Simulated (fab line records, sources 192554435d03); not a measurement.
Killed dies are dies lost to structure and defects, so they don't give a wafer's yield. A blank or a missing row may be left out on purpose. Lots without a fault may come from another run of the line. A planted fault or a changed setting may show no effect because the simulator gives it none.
Split-lot experiment | flow n5_finfet | 7 lots, 39 wafers read, on a route of 1938 steps

THE SPLIT
At N5_SD_EPI_N_EPI_21 (deposits Si:P, time 690 s), the setting time_s was moved away from the recipe's 690 s on 9 of the 39 wafers read, by -12.4% to +9.0%. The other wafers ran this setting at the recipe's value.

FROM THE SPLIT TO THE READING: what the file shows between them, 5 steps
- N5_SD_EPI_N_PRECLEAN_24: cleans in O3/DIW, time 60 s
- N5_SD_EPI_N_SRD_25: time 30 s
- N5_SD_EPI_N_PRECLEAN_49: cleans in NF3:NH3, afs cycles 1, time 20 s, sublimation time 60 s
- N5_SD_ACTIVATION_RTA_00: time 0 s
- N5_SD_ACTIVATION_LSA_01: time 0.0008 s

THE READING
RS_SD_N, in ohm/sq, at N5_SD_ACTIVATION_RS_MEAS_03 (measures by four-point-probe). Fault-free wafers of this fab line usually give 21.9 ohm/sq, standard deviation 0.38 ohm/sq.

wafer  | tool, chamber at the split | time_s as run, s | against the recipe | RS_SD_N, ohm/sq | against lot-mates on the recipe
L074.1 | epi_rpcvd-03, 0            | 690              | recipe             | 21.7            | -
L074.2 | epi_rpcvd-03, 0            | 690              | recipe             | 21.4            | -
L074.3 | epi_rpcvd-03, 0            | 690              | recipe             | 21.5            | -
L074.4 | epi_rpcvd-03, 0            | 690              | recipe             | 21.1            | -
L074.5 | epi_rpcvd-03, 0            | 690              | recipe             | 21.7            | -
L074.6 | epi_rpcvd-03, 0            | 690              | recipe             | 21.9            | -
L075.1 | epi_rpcvd-04, 0            | 690              | recipe             | 23.0            | -
L075.2 | epi_rpcvd-04, 0            | 690              | recipe             | 22.3            | -
L075.3 | epi_rpcvd-04, 0            | 690              | recipe             | 22.5            | -
L075.4 | epi_rpcvd-04, 0            | 690              | recipe             | 22.2            | -
L075.5 | epi_rpcvd-04, 0            | 690              | recipe             | 22.3            | -
L075.6 | epi_rpcvd-04, 0            | 690              | recipe             | 22.6            | -
L080.1 | epi_rpcvd-04, 0            | 690              | recipe             | 22.2            | -
L080.2 | epi_rpcvd-04, 0            | 739.4            | +7.2%              | 21.4            | -1.0
L080.3 | epi_rpcvd-04, 0            | 739.4            | +7.2%              | 21.3            | -1.1
L080.4 | epi_rpcvd-04, 0            | 690              | recipe             | 22.3            | -
L080.5 | epi_rpcvd-04, 0            | 739.4            | +7.2%              | 21.3            | -1.1
L080.6 | epi_rpcvd-04, 0            | 690              | recipe             | 22.6            | -
L087.1 | epi_rpcvd-04, 0            | 690              | recipe             | 22.2            | -
L087.2 | epi_rpcvd-04, 0            | 752.1            | +9.0%              | 21.0            | -1.3
L087.3 | epi_rpcvd-04, 0            | 752.1            | +9.0%              | 21.4            | -0.9
L087.4 | epi_rpcvd-04, 0            | 690              | recipe             | 22.3            | -
L087.5 | epi_rpcvd-04, 0            | 690              | recipe             | 22.5            | -
L087.6 | epi_rpcvd-04, 0            | 752.1            | +9.0%              | 21.0            | -1.3
L090.1 | epi_rpcvd-04, 0            | 690              | recipe             | 21.6            | -
L090.2 | epi_rpcvd-04, 0            | 690              | recipe             | 22.1            | -
L090.3 | epi_rpcvd-04, 0            | 604.4            | -12.4%             | 23.9            | +2.0
L090.4 | epi_rpcvd-04, 0            | 604.4            | -12.4%             | 24.2            | +2.3
L090.5 | epi_rpcvd-04, 0            | 690              | recipe             | 21.9            | -
L090.6 | epi_rpcvd-04, 0            | 604.4            | -12.4%             | 23.6            | +1.7
L093.2 | epi_rpcvd-04, 0            | 690              | recipe             | 22.0            | -
L093.3 | epi_rpcvd-04, 0            | 690              | recipe             | 21.8            | -
L093.4 | epi_rpcvd-04, 0            | 690              | recipe             | 21.5            | -
L096.1 | epi_rpcvd-04, 0            | 690              | recipe             | 21.7            | -
L096.2 | epi_rpcvd-04, 0            | 690              | recipe             | 21.8            | -
L096.3 | epi_rpcvd-04, 0            | 690              | recipe             | 21.9            | -
L096.4 | epi_rpcvd-04, 0            | 690              | recipe             | 21.5            | -
L096.5 | epi_rpcvd-04, 0            | 690              | recipe             | 22.1            | -
L096.6 | epi_rpcvd-04, 0            | 690              | recipe             | 22.2            | -

THE FIT
A straight line over all 39 wafers: RS_SD_N changes by -0.127 ohm/sq for each +1% of time_s; r = -0.84; the points scatter about the line by 0.4 ohm/sq.
The same after taking each lot's own level away (the mean of its wafers on the recipe; 39 wafers): -0.152 ohm/sq for each +1%; r = -0.95; scatter 0.23 ohm/sq.
On that fit, the largest move of time_s shifts the reading by 1.9 ohm/sq.
The lots' own levels span 21.55 to 22.48 ohm/sq, that is 2.5 times the standard deviation above.
So the lot-to-lot level changes the slope: the two fits differ.
Check: with one of the wafers moved furthest among these (-12.4%) left out of the fit, the line predicts +1.88 ohm/sq for it against its lot-mates. It came out at +2.03 ohm/sq against them.

OTHER SPLITS ON THESE WAFERS
These wafers also went through other splits before the reading. Each is held against what the fit with the lots' levels taken away leaves over:
other split on the same wafers       | wafers away from the commonest value | r with RS_SD_N (lot level and that fit taken away)
N5_DUMMY_GATE_HM_DEP_06 target_thk_a | 30                                   | +0.09
N5_DUMMY_GATE_ETCH_37 source_w       | 12                                   | +0.01
N5_DUMMY_GATE_ETCH_42 bias_w         | 12                                   | -0.16

THE WHOLE CHAIN: every reading that the file lists as answering this split, in the file's order
step                        | what it does                 | reading                                                                         | change (the file's fit)               | r (the file's)
N5_SD_EPI_N_EPI_21          | deposits Si:P, time 690 s    | Si-P_of_SD_EPI_N_EPI_21.thk_nm (the simulator's own value, which no gauge read) | +0.375 nm for each +1% of the setting | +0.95
N5_SD_EPI_N_PRECLEAN_24     | cleans in O3/DIW, time 60 s  | Si-P_of_SD_EPI_N_EPI_21.thk_nm (the simulator's own value, which no gauge read) | +0.373 nm for each +1% of the setting | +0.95
N5_SD_ACTIVATION_RS_MEAS_03 | measures by four-point-probe | RS_SD_N                                                                         | -0.15 for each +1% of the setting     | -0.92

THE FILE'S OWN FIT
RS_SD_N changes by -0.15 ohm/sq for each +1% of time_s, r = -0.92.
